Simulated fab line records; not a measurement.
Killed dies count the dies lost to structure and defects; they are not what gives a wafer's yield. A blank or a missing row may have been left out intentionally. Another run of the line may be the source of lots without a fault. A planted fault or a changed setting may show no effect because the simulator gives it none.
fab line records	flow n5-finfet
record: lots: 24	wafers: 72	last-day: 20
route steps=1938 shown BEOL_M15@1789 MIM_TOP@1837
lots that met no fault: taken from a fault-free run of the same line
start-h: the number of hours between the record's first day and the start of the first shown wafer of the lot	wait-h: hours from the lot's prior step to this one	" identical to the entry in the row above	L1.1+2: a single row standing in for several wafers	- either no value or no given start	* or withheld: withheld	< > ~ a bound
route shown NAME@n: NAME is a module with steps in the file, n the number in the route of the first one	usual: the fault-free wafers' mean and standard deviation	same: alike in all rows	chamber/n: place in a boat	sites: the reading at each site	_std_site: the standard deviation of these	_edge_site: the outer-site mean with the inner-site mean subtracted	radius-mm: how far each site lies from the wafer's centre	mask NAME#n: copy n	behind: the last tool/chamber to shape the wafer	hold: why the lot went on hold/how many hours it stayed there/how the hold came to an end	device: whichever transistor did not switch (one of n, p or np)	end of line: at the end of the route, the tests of the same wafers	step lacking rows: just its recipe	killed: at the first sort, the dies lost to defects and structure; wafer yield is something else	map: shows each die of a wafer: x if killed, . if not, _ if none is there
set.NAME: the run value of the setting; set.NAME@STEP: its run value at that earlier step	model.NAME: the simulator's own value behind a step, which no gauge read
steps of the route over a sample of lots; a table a step, a row a wafer
services: the hour from which a tool's chamber was out of use, counted from the record's first day as start-h (under 0 if before that day), plus the number of hours and why
== steps ==
step: N5_BEOL_M15_STRIP_63
recipe: chemistry: O2	power-w: 600	temp-c: 60	pressure-mtorr: 30	rf-frequency-hz: 6e+07	bias-power-w: 0	overash-fraction: 0.3	o2-flow-sccm: 225
usual: drypump-motor-current-A: 5.5/0.46	o2-flow-sccm: 225.0/0.65	oes-product-au: 0.79/0.096	rf-vpp-V: 3.6/0.77	showerhead-plenum-p-Torr: 2.15/0.055	throttle-valve-pct: 16.66/0.2
lot.wafer	tool	chamber	start-h	wait-h	drypump-motor-current-A	o2-flow-sccm	oes-product-au	rf-hours-counter-h	rf-vpp-V	showerhead-plenum-p-Torr	throttle-valve-pct
L075.1	rie-diel-04	3	-	-	5.6	224.9	0.73	174	3.6	2.09	16.63
L075.5	"	2	"	"	5.5	224.3	0.69	-	2.7	2.06	16.81
L075.6	"	1	"	"	6.1	224.2	0.95	-	4.1	2.24	16.39
L074.2	rie-diel-04	2	-	-	5.5	224.3	0.69	228	3.8	2.06	16.81
L074.3	"	1	"	"	6.1	224.2	0.94	7	3.4	2.24	16.39
L074.5	"	1	"	"	6.1	224.7	0.95	-	3.9	2.24	16.38
L077.4	rie-diel-02	0	-	-	5.1	225.2	0.66	-	2.7	2.15	16.88
L077.5	"	1	"	"	5.1	225.1	0.72	-	4.0	2.18	16.57
L077.6	"	3	"	"	5.5	225.0	0.78	-	4.1	2.19	16.46
L078.1	rie-diel-04	3	-	-	5.7	224.9	0.72	180	3.6	2.09	16.65
L078.2	"	1	"	"	6.1	225.0	0.93	14	3.0	2.23	16.43
L078.6	"	2	"	"	5.5	223.3	0.70	-	3.6	2.06	16.83
L079.3	rie-diel-04	1	-	-	6.1	223.4	0.91	16	3.4	2.23	16.39
L079.5	"	1	"	"	6.1	224.4	0.93	-	2.7	2.23	16.40
L079.6	"	2	"	"	5.5	224.5	0.68	-	3.7	2.06	16.85
L076.2	rie-diel-02	3	-	-	5.5	224.8	0.77	119	4.1	2.19	16.44
L076.3	"	1	"	"	5.0	225.3	0.74	194	3.5	2.18	16.56
L076.5	"	1	"	"	5.1	225.0	0.72	-	4.8	2.18	16.55
L082.2	rie-diel-04	2	-	-	5.5	225.9	0.68	238	4.0	2.06	16.84
L082.4	"	3	"	"	5.7	223.6	0.71	183	2.2	2.09	16.65
L082.5	"	1	"	"	6.1	225.0	0.91	-	3.1	2.23	16.41
L081.2	rie-diel-04	1	-	-	6.1	224.2	0.92	18	3.4	2.23	16.38
L081.5	"	3	"	"	5.6	225.8	0.72	-	4.7	2.09	16.68
L081.6	"	0	"	"	6.1	225.5	0.91	-	3.4	2.14	16.66
L080.3	rie-diel-04	0	-	-	6.1	224.3	0.91	36	4.8	2.14	16.66
L080.4	"	3	"	"	5.7	223.4	0.71	186	3.5	2.09	16.67
L080.6	"	0	"	"	6.1	224.6	0.90	-	2.9	2.14	16.65
L083.2	rie-diel-04	1	-	-	6.1	224.9	0.91	24	4.1	2.23	16.41
L083.5	"	1	"	"	6.1	225.5	0.90	-	4.4	2.23	16.41
L083.6	"	2	"	"	5.5	225.5	0.69	-	3.6	2.06	16.85
L084.1	rie-diel-01	0	-	-	5.5	224.4	0.71	196	5.4	2.17	16.59
L084.3	"	1	"	"	5.8	226.2	0.89	24	3.4	2.14	16.60
L084.4	"	2	"	"	5.0	225.0	0.72	-	2.8	2.09	16.96
L085.1	rie-diel-04	0	-	-	6.1	224.4	0.89	46	5.7	2.14	16.70
L085.2	"	3	"	"	5.7	224.6	0.71	194	3.8	2.09	16.66
L085.5	"	0	"	"	6.1	224.2	0.89	-	5.6	2.14	16.68
L086.2	rie-diel-01	2	-	-	5.0	224.1	0.71	210	4.4	2.09	16.95
L086.4	"	3	"	"	4.6	224.8	0.71	218	3.1	2.15	16.60
L086.6	"	3	"	"	4.6	224.6	0.71	-	2.6	2.15	16.59
L087.2	rie-diel-02	1	-	-	5.0	225.2	0.71	210	4.4	2.17	16.57
L087.5	"	2	"	"	4.8	225.2	0.79	-	3.7	2.19	17.11
L087.6	"	1	"	"	5.1	223.8	0.71	-	2.7	2.17	16.59
L088.1	rie-diel-02	1	-	-	5.1	225.7	0.71	216	3.3	2.17	16.62
L088.2	"	2	"	"	4.8	224.1	0.78	131	2.9	2.19	17.08
L088.4	"	0	"	"	5.1	226.1	0.94	4	3.1	2.15	16.46
L089.1	rie-diel-02	3	-	-	5.5	225.4	0.75	140	2.8	2.18	16.54
L089.2	"	1	"	"	5.0	225.1	0.71	218	3.2	2.17	16.61
L089.6	"	2	"	"	4.8	224.4	0.78	-	3.0	2.19	17.08
L094.2	rie-diel-01	2	-	-	5.0	225.2	0.70	221	3.9	2.08	16.98
L094.3	"	0	"	"	5.5	225.7	0.69	215	3.7	2.17	16.60
L094.5	"	2	"	"	5.0	225.0	0.69	-	4.2	2.08	16.99
L090.2	rie-diel-04	1	-	-	6.1	224.2	0.86	50	4.0	2.22	16.48
L090.4	"	2	"	"	5.5	225.4	0.92	11	4.8	2.05	16.45
L090.6	"	2	"	"	5.5	225.3	0.93	-	2.7	2.05	16.44
L091.2	rie-diel-02	0	-	-	5.0	224.9	0.93	16	4.4	2.14	16.48
L091.4	"	2	"	"	4.8	224.7	0.76	141	4.3	2.19	17.15
L091.6	"	0	"	"	5.0	223.7	0.92	-	4.8	2.14	16.47
L093.1	rie-diel-04	1	-	-	6.1	225.0	0.86	52	3.8	2.22	16.48
L093.2	"	2	"	"	5.5	225.3	0.93	13	4.8	2.05	16.43
L093.5	"	1	"	"	6.1	226.2	0.86	-	5.4	2.22	16.46
L092.3	rie-diel-04	3	-	-	5.6	225.6	0.70	218	5.1	2.08	16.71
L092.4	"	0	"	"	6.1	225.0	0.85	70	2.4	2.13	16.72
L092.5	"	1	"	"	6.1	225.7	0.86	-	3.0	2.22	16.48
L097.1	rie-diel-02	1	-	-	5.0	225.8	0.70	232	3.4	2.16	16.62
L097.4	"	0	"	"	5.0	224.4	0.91	21	4.4	2.14	16.49
L097.6	"	1	"	"	5.0	224.6	0.70	-	4.3	2.16	16.66
L095.1	rie-diel-01	1	-	-	5.7	224.3	0.86	52	3.6	2.13	16.66
L095.4	"	2	"	"	5.0	224.5	0.69	230	4.2	2.08	16.97
L095.5	"	0	"	"	5.5	224.8	0.69	-	3.3	2.16	16.65
L096.1	rie-diel-02	2	-	-	4.8	225.2	0.77	149	3.6	2.18	17.16
L096.4	"	3	"	"	5.5	225.3	0.75	159	4.6	2.17	16.52
L096.6	"	2	"	"	4.8	225.4	0.77	-	2.9	2.18	17.13
step: N5_BEOL_M15_CD_MEAS_17
recipe: target-cd-nm: 360	polarity: opening
usual: cd-nm: 361.6/1.4
lot.wafer	tool	chamber	start-h	wait-h	cd-nm
L075.1	cd-sem-02	-	287.33	0.0	360.8
L075.5	"	-	"	"	362.1
L075.6	"	-	"	"	360.0
L074.2	cd-sem-01	-	287.81	0.0	362.4
L074.3	"	-	"	"	361.9
L074.5	"	-	"	"	361.3
L077.4	cd-sem-03	-	311.16	0.0	360.2
L077.5	"	-	"	"	361.0
L077.6	"	-	"	"	361.9
L078.1	cd-sem-03	-	311.52	0.0	361.8
L078.2	"	-	"	"	361.3
L078.6	"	-	"	"	362.1
L079.3	cd-sem-01	-	314.17	0.0	363.4
L079.5	"	-	"	"	360.0
L079.6	"	-	"	"	362.1
L076.2	cd-sem-03	-	318.95	0.0	361.6
L076.3	"	-	"	"	360.7
L076.5	"	-	"	"	362.3
L082.2	cd-sem-03	-	319.23	0.0	364.1
L082.4	"	-	"	"	365.2
L082.5	"	-	"	"	362.6
L081.2	cd-sem-02	-	320.49	0.0	362.1
L081.5	"	-	"	"	363.5
L081.6	"	-	"	"	362.0
L080.3	cd-sem-03	-	327.66	0.0	359.2
L080.4	"	-	"	"	361.4
L080.6	"	-	"	"	360.4
L083.2	cd-sem-01	-	343.92	0.0	363.0
L083.5	"	-	"	"	363.5
L083.6	"	-	"	"	363.4
L084.1	cd-sem-03	-	350.18	0.0	362.5
L084.3	"	-	"	"	361.6
L084.4	"	-	"	"	361.4
L085.1	cd-sem-02	-	366.53	0.0	361.3
L085.2	"	-	"	"	362.7
L085.5	"	-	"	"	361.7
L086.2	cd-sem-01	-	373.53	0.0	361.9
L086.4	"	-	"	"	360.4
L086.6	"	-	"	"	362.0
L087.2	cd-sem-02	-	376.82	0.0	359.1
L087.5	"	-	"	"	360.6
L087.6	"	-	"	"	360.4
L088.1	cd-sem-03	-	397.44	0.0	359.9
L088.2	"	-	"	"	362.0
L088.4	"	-	"	"	360.0
L089.1	cd-sem-02	-	401.49	0.0	361.7
L089.2	"	-	"	"	360.7
L089.6	"	-	"	"	362.6
L094.2	cd-sem-03	-	419.35	0.0	362.2
L094.3	"	-	"	"	361.7
L094.5	"	-	"	"	360.8
L090.2	cd-sem-02	-	425.78	0.0	360.3
L090.4	"	-	"	"	361.2
L090.6	"	-	"	"	361.6
L091.2	cd-sem-01	-	434.24	0.0	359.7
L091.4	"	-	"	"	360.7
L091.6	"	-	"	"	359.4
L093.1	cd-sem-02	-	434.38	0.0	361.0
L093.2	"	-	"	"	360.9
L093.5	"	-	"	"	361.9
L092.3	cd-sem-01	-	440.32	0.0	361.7
L092.4	"	-	"	"	357.7
L092.5	"	-	"	"	360.8
L097.1	cd-sem-02	-	447.79	0.0	364.7
L097.4	"	-	"	"	362.3
L097.6	"	-	"	"	365.0
L095.1	cd-sem-03	-	447.94	0.0	361.1
L095.4	"	-	"	"	363.2
L095.5	"	-	"	"	362.1
L096.1	cd-sem-03	-	458.41	0.0	361.2
L096.4	"	-	"	"	361.8
L096.6	"	-	"	"	360.7
step: N5_BEOL_M15_ETCH_57
recipe: chemistry: N2/H2	target: SOC	source-w: 3000	bias-w: 350	time-s: 750	ion-energy-ev: 200	pressure-mtorr: 30	n2-flow-sccm: 200	h2-flow-sccm: 200
usual: drypump-motor-current-A: 5.5/0.46	oes-product-au: 0.78/0.09	rf-vpp-V: 525.3/1.9	showerhead-plenum-p-Torr: 2.60/0.065	throttle-valve-pct: 17.77/0.22
lot.wafer	tool	chamber	start-h	wait-h	drypump-motor-current-A	oes-product-au	rf-hours-counter-h	rf-vpp-V	showerhead-plenum-p-Torr	throttle-valve-pct
L075.1	rie-diel-02	2	287.60	-	4.8	0.80	105	528.5	2.67	18.32
L075.5	"	1	"	"	5.1	0.72	-	525.6	2.64	17.63
L075.6	"	2	"	"	4.8	0.80	-	527.0	2.67	18.32
L074.2	rie-diel-04	2	287.91	-	5.5	0.69	228	522.6	2.51	17.93
L074.3	"	0	"	"	6.1	0.93	24	524.7	2.60	17.73
L074.5	"	1	"	"	6.1	0.95	-	527.9	2.71	17.44
L077.4	rie-diel-02	3	311.50	-	5.5	0.78	-	527.9	2.67	17.54
L077.5	"	1	"	"	5.1	0.72	-	526.7	2.64	17.65
L077.6	"	0	"	"	5.0	0.66	-	527.0	2.62	18.00
L078.1	rie-diel-04	1	311.66	-	6.1	0.93	14	527.6	2.71	17.48
L078.2	"	2	"	"	5.5	0.69	235	521.6	2.50	17.95
L078.6	"	1	"	"	6.1	0.93	-	528.2	2.71	17.44
L079.3	rie-diel-04	2	314.27	-	5.5	0.68	236	522.6	2.50	17.95
L079.5	"	1	"	"	6.1	0.93	-	529.5	2.71	17.47
L079.6	"	2	"	"	5.5	0.69	-	523.3	2.50	17.95
L076.2	rie-diel-01	1	319.05	-	5.7	0.93	14	526.4	2.60	17.80
L076.3	"	2	"	"	5.0	0.73	192	523.3	2.52	17.93
L076.5	"	1	"	"	5.8	0.92	-	526.1	2.60	17.80
L082.2	rie-diel-04	2	319.33	-	5.5	0.68	238	522.5	2.50	17.93
L082.4	"	1	"	"	6.1	0.92	18	528.0	2.71	17.48
L082.5	"	2	"	"	5.5	0.69	-	524.3	2.50	17.95
L081.2	rie-diel-02	2	320.59	-	4.8	0.81	109	528.4	2.67	18.33
L081.5	"	0	"	"	5.0	0.66	-	527.5	2.62	17.99
L081.6	"	1	"	"	5.0	0.72	-	526.6	2.63	17.67
L080.3	rie-diel-02	2	327.96	-	4.8	0.80	111	526.5	2.67	18.33
L080.4	"	0	"	"	5.1	0.67	243	526.2	2.62	18.01
L080.6	"	0	"	"	5.0	0.65	-	525.0	2.62	18.01
L083.2	rie-diel-04	2	344.02	-	5.5	0.68	245	523.3	2.50	17.97
L083.5	"	0	"	"	6.1	0.90	-	524.7	2.59	17.78
L083.6	"	3	"	"	5.6	0.72	-	523.2	2.52	17.73
L084.1	rie-diel-01	2	350.28	-	4.9	0.72	202	523.3	2.52	17.94
L084.3	"	1	"	"	5.8	0.91	24	525.1	2.60	17.80
L084.4	"	0	"	"	5.5	0.71	-	525.5	2.63	17.70
L085.1	rie-diel-02	1	366.73	-	5.1	0.71	207	526.9	2.63	17.67
L085.2	"	3	"	"	5.5	0.77	130	525.5	2.66	17.56
L085.5	"	1	"	"	5.0	0.71	-	524.8	2.63	17.70
L086.2	rie-diel-04	0	373.63	-	6.1	0.88	48	524.5	2.59	17.79
L086.4	"	3	"	"	5.7	0.71	-	523.7	2.52	17.74
L086.6	"	0	"	"	6.1	0.89	-	523.8	2.59	17.80
L087.2	rie-diel-01	1	376.91	-	5.8	0.89	33	524.0	2.59	17.82
L087.5	"	0	"	"	5.4	0.70	-	525.2	2.63	17.69
L087.6	"	1	"	"	5.8	0.88	-	525.6	2.60	17.84
L088.1	rie-diel-04	2	397.54	-	5.5	0.97	2	521.6	2.50	17.55
L088.2	"	3	"	"	5.6	0.70	205	524.1	2.51	17.74
L088.4	"	0	"	"	6.1	0.86	57	524.2	2.58	17.81
L089.1	rie-diel-01	1	401.59	-	5.8	0.87	39	524.9	2.59	17.84
L089.2	"	3	"	"	4.7	0.70	225	525.8	2.62	17.68
L089.6	"	3	"	"	4.7	0.70	-	525.6	2.62	17.69
L094.2	rie-diel-01	2	419.47	-	4.9	0.70	222	522.4	2.51	17.99
L094.3	"	0	"	"	5.5	0.69	215	528.3	2.62	17.71
L094.5	"	0	"	"	5.5	0.68	-	526.9	2.62	17.71
L090.2	rie-diel-01	0	425.88	-	5.5	0.69	218	526.6	2.62	17.71
L090.4	"	2	"	"	5.0	0.70	224	522.6	2.51	17.98
L090.6	"	2	"	"	5.0	0.70	-	522.7	2.51	17.98
L091.2	rie-diel-01	3	434.34	-	4.6	0.69	235	526.2	2.62	17.72
L091.4	"	2	"	"	5.0	0.71	226	521.7	2.51	17.98
L091.6	"	0	"	"	5.5	0.70	-	525.8	2.62	17.72
L093.1	rie-diel-04	1	434.48	-	6.1	0.85	53	528.4	2.69	17.53
L093.2	"	3	"	"	5.7	0.71	217	521.9	2.51	17.75
L093.5	"	3	"	"	5.7	0.71	-	523.9	2.51	17.77
L092.3	rie-diel-02	2	440.43	-	4.8	0.77	143	526.1	2.66	18.38
L092.4	"	1	"	"	5.0	0.70	229	526.1	2.62	17.71
L092.5	"	2	"	"	4.8	0.77	-	525.6	2.66	18.39
L097.1	rie-diel-02	1	447.89	-	5.1	0.69	232	525.5	2.62	17.73
L097.4	"	3	"	"	5.5	0.75	155	526.4	2.65	17.61
L097.6	"	3	"	"	5.5	0.74	-	526.8	2.65	17.61
L095.1	rie-diel-04	3	448.04	-	5.6	0.69	221	524.0	2.51	17.77
L095.4	"	2	"	"	5.5	0.92	18	521.4	2.49	17.58
L095.5	"	2	"	"	5.5	0.93	-	523.6	2.49	17.59
L096.1	rie-diel-04	0	458.59	-	6.1	0.84	75	524.6	2.58	17.86
L096.4	"	1	"	"	6.1	0.84	60	526.1	2.69	17.54
L096.6	"	3	"	"	5.6	0.69	-	522.3	2.51	17.78
step: N5_BEOL_M15_OVL_MEAS_29
recipe: points-per-wafer: 44
usual: M15_OVL: -6/6
lot.wafer	tool	chamber	start-h	wait-h	M15_OVL[nm]
L075.1	overlay-02	0	288.40	0.0	-9
L075.5	"	0	"	"	-1
L075.6	"	0	"	"	-9
L074.2	overlay-02	0	288.71	0.0	-16
L074.3	"	0	"	"	-5
L074.5	"	0	"	"	-3
L077.4	overlay-02	0	312.06	0.0	-10
L077.5	"	0	"	"	-5
L077.6	"	0	"	"	-13
L078.1	overlay-02	0	312.59	0.0	-5
L078.2	"	0	"	"	-7
L078.6	"	0	"	"	-11
L079.3	overlay-01	0	315.20	0.0	-5
L079.5	"	0	"	"	2
L079.6	"	0	"	"	-1
L076.2	overlay-02	0	319.86	0.0	-9
L076.3	"	0	"	"	-12
L076.5	"	0	"	"	-10
L082.2	overlay-02	0	320.14	0.0	-15
L082.4	"	0	"	"	-6
L082.5	"	0	"	"	-4
L081.2	overlay-01	0	321.51	0.0	-7
L081.5	"	0	"	"	1
L081.6	"	0	"	"	-8
L080.3	overlay-02	0	328.77	0.0	-16
L080.4	"	0	"	"	-14
L080.6	"	0	"	"	-12
L083.2	overlay-02	0	344.82	0.0	-5
L083.5	"	0	"	"	-11
L083.6	"	0	"	"	4
L084.1	overlay-01	0	351.09	0.0	-7
L084.3	"	0	"	"	-1
L084.4	"	0	"	"	-14
L085.1	overlay-01	0	367.53	0.0	13
L085.2	"	0	"	"	-9
L085.5	"	0	"	"	0
L086.2	overlay-01	0	374.57	0.0	-1
L086.4	"	0	"	"	3
L086.6	"	0	"	"	-5
L087.2	overlay-02	0	377.72	0.0	-10
L087.5	"	0	"	"	-8
L087.6	"	0	"	"	-10
L088.1	overlay-01	0	398.47	0.0	-2
L088.2	"	0	"	"	-6
L088.4	"	0	"	"	0
L089.1	overlay-02	0	402.39	0.0	-9
L089.2	"	0	"	"	-1
L089.6	"	0	"	"	3
L094.2	overlay-01	0	420.40	0.0	-6
L094.3	"	0	"	"	-8
L094.5	"	0	"	"	-8
L090.2	overlay-01	0	426.84	0.0	-6
L090.4	"	0	"	"	0
L090.6	"	0	"	"	-1
L091.2	overlay-02	0	435.27	0.0	-4
L091.4	"	0	"	"	1
L091.6	"	0	"	"	1
L093.1	overlay-01	0	435.44	0.0	-4
L093.2	"	0	"	"	-13
L093.5	"	0	"	"	7
L092.3	overlay-02	0	441.23	0.0	-2
L092.4	"	0	"	"	-4
L092.5	"	0	"	"	-8
L097.1	overlay-01	0	448.69	0.0	-7
L097.4	"	0	"	"	-13
L097.6	"	0	"	"	-16
L095.1	overlay-02	0	448.85	0.0	-14
L095.4	"	0	"	"	-17
L095.5	"	0	"	"	-10
L096.1	overlay-01	0	459.52	0.0	-8
L096.4	"	0	"	"	-13
L096.6	"	0	"	"	-13
step: N5_BEOL_M15_ANNEAL_48
recipe: temp-c: 225	time-s: 90	ambient: N2
usual: wafer_temp_C_max: 226.0/0.38
lot.wafer	tool	chamber	start-h	wait-h	wafer_temp_C_max
L075.1	rtp-anneal-02	0	297.20	0.2	226.0
L075.5	"	0	"	"	225.9
L075.6	"	0	"	"	225.8
L074.2	rtp-anneal-02	0	298.25	0.4	225.9
L074.3	"	0	"	"	225.8
L074.5	"	0	"	"	225.8
L077.4	rtp-anneal-02	0	316.54	0.3	226.6
L077.5	"	0	"	"	226.5
L077.6	"	0	"	"	225.9
L078.1	rtp-anneal-01	0	317.44	0.4	225.3
L078.2	"	0	"	"	225.5
L078.6	"	0	"	"	225.4
L079.3	rtp-anneal-01	0	318.25	0.8	225.6
L079.5	"	0	"	"	225.8
L079.6	"	0	"	"	225.7
L082.2	rtp-anneal-02	0	324.26	0.2	226.5
L082.4	"	0	"	"	226.2
L082.5	"	0	"	"	225.7
L076.2	rtp-anneal-01	0	325.30	0.2	225.8
L076.3	"	0	"	"	225.5
L076.5	"	0	"	"	225.7
L081.2	rtp-anneal-02	0	326.76	0.2	226.9
L081.5	"	0	"	"	225.9
L081.6	"	0	"	"	226.5
L080.3	rtp-anneal-02	0	332.50	1.2	226.3
L080.4	"	0	"	"	226.1
L080.6	"	0	"	"	225.8
L083.2	rtp-anneal-02	0	348.24	0.2	226.3
L083.5	"	0	"	"	226.5
L083.6	"	0	"	"	226.4
L084.1	rtp-anneal-02	0	355.63	2.4	226.7
L084.3	"	0	"	"	226.3
L084.4	"	0	"	"	226.1
L085.1	rtp-anneal-02	0	371.47	1.1	226.0
L085.2	"	0	"	"	226.2
L085.5	"	0	"	"	226.5
L086.2	rtp-anneal-01	0	378.20	1.6	225.3
L086.4	"	0	"	"	225.3
L086.6	"	0	"	"	225.5
L087.2	rtp-anneal-01	0	379.73	0.2	225.9
L087.5	"	0	"	"	225.5
L087.6	"	0	"	"	225.4
L088.1	rtp-anneal-02	0	399.82	0.2	226.5
L088.2	"	0	"	"	226.4
L088.4	"	0	"	"	226.2
L089.1	rtp-anneal-02	0	404.83	0.2	226.5
L089.2	"	0	"	"	226.9
L089.6	"	0	"	"	226.6
L094.2	rtp-anneal-02	0	424.71	0.2	226.2
L094.3	"	0	"	"	226.4
L094.5	"	0	"	"	226.5
L090.2	rtp-anneal-02	0	432.60	0.2	225.9
L090.4	"	0	"	"	226.5
L090.6	"	0	"	"	225.9
L091.2	rtp-anneal-01	0	440.26	0.2	225.4
L091.4	"	0	"	"	225.7
L091.6	"	0	"	"	225.8
L093.1	rtp-anneal-02	0	440.27	0.2	226.1
L093.2	"	0	"	"	226.3
L093.5	"	0	"	"	226.4
L092.3	rtp-anneal-01	0	445.56	0.2	226.0
L092.4	"	0	"	"	225.7
L092.5	"	0	"	"	225.6
L097.1	rtp-anneal-02	0	450.62	0.2	226.3
L097.4	"	0	"	"	226.1
L097.6	"	0	"	"	226.3
L095.1	rtp-anneal-01	0	450.71	0.2	225.7
L095.4	"	0	"	"	225.7
L095.5	"	0	"	"	225.6
L096.1	rtp-anneal-02	0	463.39	0.2	226.1
L096.4	"	0	"	"	226.4
L096.6	"	0	"	"	226.0
step: N5_MIM_TOP_DEGAS_04
recipe: ambient: vacuum	temp-c: 300	time-s: 60
usual: heater-power-w: 439/48
lot.wafer	tool	chamber	start-h	wait-h	heater-power-w
L075.1	pvd-sputter-02	-	302.90	-	447
L075.5	"	-	"	"	423
L075.6	"	-	"	"	400
L074.2	pvd-sputter-02	-	303.52	-	393
L074.3	"	-	"	"	478
L074.5	"	-	"	"	421
L077.4	pvd-sputter-02	-	320.40	-	391
L077.5	"	-	"	"	488
L077.6	"	-	"	"	429
L078.1	pvd-sputter-02	-	322.78	-	446
L078.2	"	-	"	"	396
L078.6	"	-	"	"	438
L079.3	pvd-sputter-02	-	322.90	-	404
L079.5	"	-	"	"	398
L079.6	"	-	"	"	442
L082.2	pvd-sputter-01	-	328.36	-	403
L082.4	"	-	"	"	423
L082.5	"	-	"	"	482
L076.2	pvd-sputter-01	-	329.24	-	409
L076.3	"	-	"	"	490
L076.5	"	-	"	"	397
L081.2	pvd-sputter-03	-	330.33	-	583
L081.5	"	-	"	"	435
L081.6	"	-	"	"	385
L080.3	pvd-sputter-01	-	336.88	-	409
L080.4	"	-	"	"	436
L080.6	"	-	"	"	416
L083.2	pvd-sputter-03	-	352.48	-	431
L083.5	"	-	"	"	579
L083.6	"	-	"	"	342
L084.1	pvd-sputter-02	-	359.14	-	432
L084.3	"	-	"	"	390
L084.4	"	-	"	"	436
L085.1	pvd-sputter-03	-	375.24	-	441
L085.2	"	-	"	"	388
L085.5	"	-	"	"	341
L086.2	pvd-sputter-01	-	380.98	-	431
L086.4	"	-	"	"	401
L086.6	"	-	"	"	430
L087.2	pvd-sputter-01	-	382.75	-	497
L087.5	"	-	"	"	440
L087.6	"	-	"	"	499
L088.1	pvd-sputter-01	-	403.94	-	408
L088.2	"	-	"	"	411
L088.4	"	-	"	"	493
L089.1	pvd-sputter-01	-	411.11	-	492
L089.2	"	-	"	"	414
L089.6	"	-	"	"	445
L094.2	pvd-sputter-01	-	427.91	-	393
L094.3	"	-	"	"	412
L094.5	"	-	"	"	432
L090.2	pvd-sputter-02	-	438.50	-	483
L090.4	"	-	"	"	430
L090.6	"	-	"	"	430
L091.2	pvd-sputter-01	-	447.40	-	428
L091.4	"	-	"	"	426
L091.6	"	-	"	"	493
L093.1	pvd-sputter-01	-	447.62	-	406
L093.2	"	-	"	"	436
L093.5	"	-	"	"	435
L092.3	pvd-sputter-03	-	448.87	-	349
L092.4	"	-	"	"	389
L092.5	"	-	"	"	387
L097.1	pvd-sputter-02	-	455.05	-	439
L097.4	"	-	"	"	393
L097.6	"	-	"	"	434
L095.1	pvd-sputter-02	-	455.21	-	403
L095.4	"	-	"	"	480
L095.5	"	-	"	"	405
L096.1	pvd-sputter-01	-	468.07	-	397
L096.4	"	-	"	"	419
L096.6	"	-	"	"	411
== services ==
tool	chamber	start-h	hours	kind
rie-diel-01	1	291.76	3.0	repair
rie-diel-02	2	294.86	20.4	repair
rie-diel-01	3	342.61	28.4	repair
rie-diel-01	-	343.93	0.2	repair
rie-diel-02	3	351.99	7.2	repair
rie-diel-02	0	359.19	-	clean
rie-diel-02	0	359.19	-	consumable-replace:focus-ring
rie-diel-02	0	359.19	22.7	scheduled-down
rie-diel-02	0	359.19	22.7	vent-cycle
rie-diel-04	2	369.75	-	clean
rie-diel-04	2	369.75	-	consumable-replace:focus-ring
rie-diel-04	2	369.75	20.7	scheduled-down
rie-diel-04	2	369.75	20.7	vent-cycle
rie-diel-04	2	404.85	1.6	repair
rie-diel-02	2	407.57	1.4	repair
rtp-anneal-01	-	409.94	3.4	pm
rie-diel-01	-	413.97	2.1	repair
rie-diel-04	-	436.28	2.6	repair
pvd-sputter-02	-	446.64	2.0	repair
pvd-sputter-02	-	465.16	5.0	repair
== key ==
fault none
